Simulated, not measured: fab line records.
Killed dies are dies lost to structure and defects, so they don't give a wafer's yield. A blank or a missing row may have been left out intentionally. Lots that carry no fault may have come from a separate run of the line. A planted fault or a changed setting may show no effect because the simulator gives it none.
Matching of chambers + flow n5 finfet + N5_BEOL_M12_DESCUM_33 on rie diel-02 has 4 sister chambers
The step chemistry O2, time 7.9 s. 4 wafers are shown with their chamber, then 10 later ones without.

## WAFERS PAIRED WITH THEIR CHAMBERS
| wafer  | chamber | drypump motor current A (A) |
|--------|---------|-----------------------------|
| L084.2 | 1       | 5.9                         |
| L088.4 | 3       | 5.6                         |
| L090.3 | 2       | 5.4                         |
| L090.4 | 0       | 5.6                         |

## WAFERS WITHOUT THEIR CHAMBER
| wafer  | drypump motor current A (A) |
|--------|-----------------------------|
| L090.5 | 5.4                         |
| L094.1 | 5.4                         |
| L094.2 | 5.9                         |
| L094.4 | 5.5                         |
| L092.1 | 5.4                         |
| L092.2 | 5.6                         |
| L092.5 | 5.9                         |
| L096.2 | 5.9                         |
| L096.5 | 5.6                         |
| L096.6 | 5.4                         |

## THE CHAMBER EACH PASSED THROUGH
| wafer  | from the rows above          | in truth |
|--------|------------------------------|----------|
| L090.5 | 2                            | 2        |
| L094.1 | 2                            | 2        |
| L094.2 | 1                            | 1        |
| L094.4 | can't be placed: 0 or 2 or 3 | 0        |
| L092.1 | 2                            | 2        |
| L092.2 | can't be placed: 0 or 3      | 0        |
| L092.5 | 1                            | 1        |
| L096.2 | 1                            | 1        |
| L096.5 | can't be placed: 0 or 3      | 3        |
| L096.6 | 2                            | 2        |
Correctly placed: 7 of 10. Can't be placed from these rows: 3 (the true chamber is among the candidates in 3). Placed wrongly: 0.
How it was worked out, from the rows above alone: a wafer's distance from a chamber is the root of the sum, over the readings, of the square of ((its reading less the chamber's mean) divided by the reading's scatter). The wafer belongs to the nearest chamber; if the next one is less than 2 further off, it can't be placed. The mean given for a chamber averages the wafers shown for that chamber. The scatter: with one shown wafer a chamber, the root of the mean of the squares of how far each hidden wafer lies from its nearest shown one.
